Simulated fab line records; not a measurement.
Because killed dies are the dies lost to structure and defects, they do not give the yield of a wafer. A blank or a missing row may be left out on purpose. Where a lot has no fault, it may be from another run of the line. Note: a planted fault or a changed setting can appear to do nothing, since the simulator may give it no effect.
Lot-split experiment    flow n5_finfet    on a route of 1938 steps: 7 lots, 21 wafers read

## SPLIT DETAILS
At N5_BEOL_M5_COAT_60 (time 60 s, resist thk 12 nm), the setting spin_rpm was moved away from the recipe's 1500 rpm on 5 of the 21 wafers read, by -9.4% to +7.4%. All remaining wafers had this setting at the recipe value.

## FROM THE SPLIT TO THE READING: what the file shows between them, 4 steps
- N5_BEOL_M5_COAT_71: time 60 s, resist thk 5 nm
- N5_BEOL_M5_COAT_05: resist thk 30 nm
- N5_BEOL_M5_DESCUM_16: chemistry O2, time 7 s
- N5_BEOL_M5_ETCH_72: etches underlayer in N2/H2, target depth 6.5 nm, time 5.2 s

## THE READING
etch.depth_nm (the simulator's own value, which no gauge read), in nm, at N5_BEOL_M5_ETCH_61 (etches SiARC in CF4, target depth 15.6 nm, time 26 s). There is no usual value for it anywhere in the file. Average 12.04 nm, standard deviation 0.043 nm, over the 16 wafers here run with the recipe.

wafer   tool, chamber at the split  spin_rpm as run, rpm  against the recipe  etch.depth_nm, nm  against lot-mates on the recipe
L076.1  litho_track-05, 0           1500                  recipe              12.01              -
L076.3  litho_track-05, 0           1583                  +5.5%               11.69              -0.33
L076.6  litho_track-05, 0           1500                  recipe              12.03              -
L077.3  litho_track-04, 0           1500                  recipe              12.08              -
L077.6  litho_track-04, 0           1500                  recipe              12.08              -
L077.4  litho_track-04, 0           1611                  +7.4%               11.64              -0.44
L078.2  litho_track-04, 0           1500                  recipe              12.06              -
L078.4  litho_track-04, 0           1500                  recipe              12.06              -
L078.5  litho_track-04, 0           1500                  recipe              12.09              -
L081.3  litho_track-04, 0           1500                  recipe              12.07              -
L081.4  litho_track-04, 0           1500                  recipe              12.09              -
L081.6  litho_track-04, 0           1359                  -9.4%               12.7               +0.62
L091.2  litho_track-05, 0           1500                  recipe              11.96              -
L091.3  litho_track-05, 0           1500                  recipe              11.99              -
L091.6  litho_track-05, 0           1500                  recipe              11.95              -
L093.2  litho_track-05, 0           1410                  -6.0%               12.38              +0.36
L093.4  litho_track-05, 0           1500                  recipe              12.04              -
L093.5  litho_track-05, 0           1500                  recipe              12.01              -
L095.3  litho_track-04, 0           1405                  -6.3%               12.48              +0.44
L095.4  litho_track-04, 0           1500                  recipe              12.07              -
L095.5  litho_track-04, 0           1500                  recipe              12.02              -

THE FIT
A straight line over all 21 wafers: etch.depth_nm changes by -0.0636 nm for each +1% of spin_rpm; r = -0.98; the points scatter about the line by 0.047 nm.
The same after taking each lot's own level away (the mean of its wafers on the recipe; 21 wafers): -0.0631 nm for each +1%; r = -1.00; scatter 0.019 nm.
The reading moves by 0.59 nm for the largest change in spin_rpm, on that fit.
Across the lots, their own levels run from 11.967 to 12.080 nm, a range of 2.6 times the standard deviation given above.
So the lot-to-lot level changes the slope little: the two slopes agree.
Check: +0.583 nm against its lot-mates is what the line predicts for one of the wafers moved furthest among these (-9.4%) when that wafer is left out of the fit. It came out at +0.62 nm against them.

## OTHER SPLITS ON THESE WAFERS
These wafers also went through other splits before the reading. Each is held against what the fit with the lots' levels taken away leaves over:
other split on the same wafers     wafers away from the commonest value  r with etch.depth_nm (lot level and that fit taken away)
N5_BEOL_M4_COAT_73 spin_rpm        7                                     -0.25
N5_BEOL_M5_HM_DEP_02 target_thk_a  7                                     +0.10

## THE WHOLE CHAIN: every reading that the file lists as answering this split, in the file's order
step                what it does                                          reading                                                                           change (the file's fit)                 r (the file's)
N5_BEOL_M5_COAT_60  time 60 s, resist thk 12 nm                           SiARC_of_BEOL_M5_COAT_60.thk_nm (the simulator's own value, which no gauge read)  -0.063 nm for each +1% of the setting   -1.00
N5_BEOL_M5_ETCH_61  etches SiARC in CF4, target depth 15.6 nm, time 26 s  etch.depth_nm (the simulator's own value, which no gauge read)                    -0.0633 nm for each +1% of the setting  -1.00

## FILE'S OWN FIT
etch.depth_nm changes by -0.0633 nm for each +1% of spin_rpm, r = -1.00.
